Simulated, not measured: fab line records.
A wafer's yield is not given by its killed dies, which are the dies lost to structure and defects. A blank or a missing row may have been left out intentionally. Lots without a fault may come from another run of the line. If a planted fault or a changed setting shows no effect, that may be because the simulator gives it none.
The tool behind it: which one?    flow nandHarc    13 lots with 37 wafers sampled at 2 steps, on a route of 1159 steps

## WHAT THE GAUGES SHOWED, per wafer
NHARC_P_BONDPAD_CD_MEAS_13. Usual: 499.5 nm for cdNm, sd 2.6.
lot   measured      on        cdNm (nm)          flag
L619  day 6 06:05   cdSem-03  503.3 499.7 498.1  
L620  day 7 03:07   cdSem-01  504.4 497.8 500.9  
L621  day 7 04:07   cdSem-02  495.1 497.1 496.8  
L624  day 7 15:17   cdSem-03  498.2 499.4 498.8  
L623  day 7 15:55   cdSem-03  501.5 496.5 495.1  
L625  day 8 09:01   cdSem-03  499.1 501.5 498.1  
L629  day 9 04:16   cdSem-01  501.8 501.0 498.7  
L632  day 9 18:45   cdSem-03  498.1 493.6        
L633  day 10 06:04  cdSem-01  501.1 498.8        
L636  day 10 15:28  cdSem-03  495.5 500.8 499.0  
L637  day 10 20:46  cdSem-03  497.8 498.0 498.9  
L640  day 11 10:15  cdSem-02  503.1 502.1 501.3  
L641  day 12 03:49  cdSem-01  505.6 502.7 498.8  

NHARC_P_BONDPAD_INSPECT_23. Usual: 350 for rawDefectCount, sd 120.
lot   measured      on                rawDefectCount  flag
L619  day 6 08:20   defectInspect-02  420 240 299     
L620  day 7 05:23   defectInspect-01  385 385 491     
L621  day 7 06:22   defectInspect-02  200 202 293     
L624  day 7 17:37   defectInspect-02  207 192 285     
L623  day 7 18:23   defectInspect-01  415 273 482     
L625  day 8 11:23   defectInspect-01  318 307 224     
L629  day 9 06:35   defectInspect-02  262 232 168     
L632  day 9 21:06   defectInspect-01  329 158         
L633  day 10 08:20  defectInspect-01  423 354         
L636  day 10 17:44  defectInspect-01  412 528 478     
L637  day 10 23:10  defectInspect-01  342 409 300     
L640  day 11 12:36  defectInspect-02  504 350 435     
L641  day 12 06:08  defectInspect-02  222 303 451     

## WHICH TOOL RAN EACH LOT (tool, then ch and the chambers of the sampled wafers, then the start)
Before these readings, the record contains no process step.

## AS READ BY THE TOOLS THEMSELVES (means over the sampled wafers that have a number; for cases with no such wafer, the mark the record gives instead)
The record holds no such reading with a usual standard deviation.

## THE ANSWER, worked out from the rows above alone
Rule: a lot counts as off when the mean over its wafers that have a number is more than 3 standard deviations away from the usual mean. A lot without any number at a reading at which 4 lots or more have one is off too. Any other lot the step has rows for is counted as sound. After the gauges, taken in route order, come the tools' own readings; for these a lot's mean is taken, as printed above. The first step at which some lot is off is used, and at that step the reading that is off furthest; a lot without a number counts as furthest.
No lot is off at any reading shown: from this, nothing can be told.

## WHAT HAD BEEN PUT IN BY THE SIMULATOR
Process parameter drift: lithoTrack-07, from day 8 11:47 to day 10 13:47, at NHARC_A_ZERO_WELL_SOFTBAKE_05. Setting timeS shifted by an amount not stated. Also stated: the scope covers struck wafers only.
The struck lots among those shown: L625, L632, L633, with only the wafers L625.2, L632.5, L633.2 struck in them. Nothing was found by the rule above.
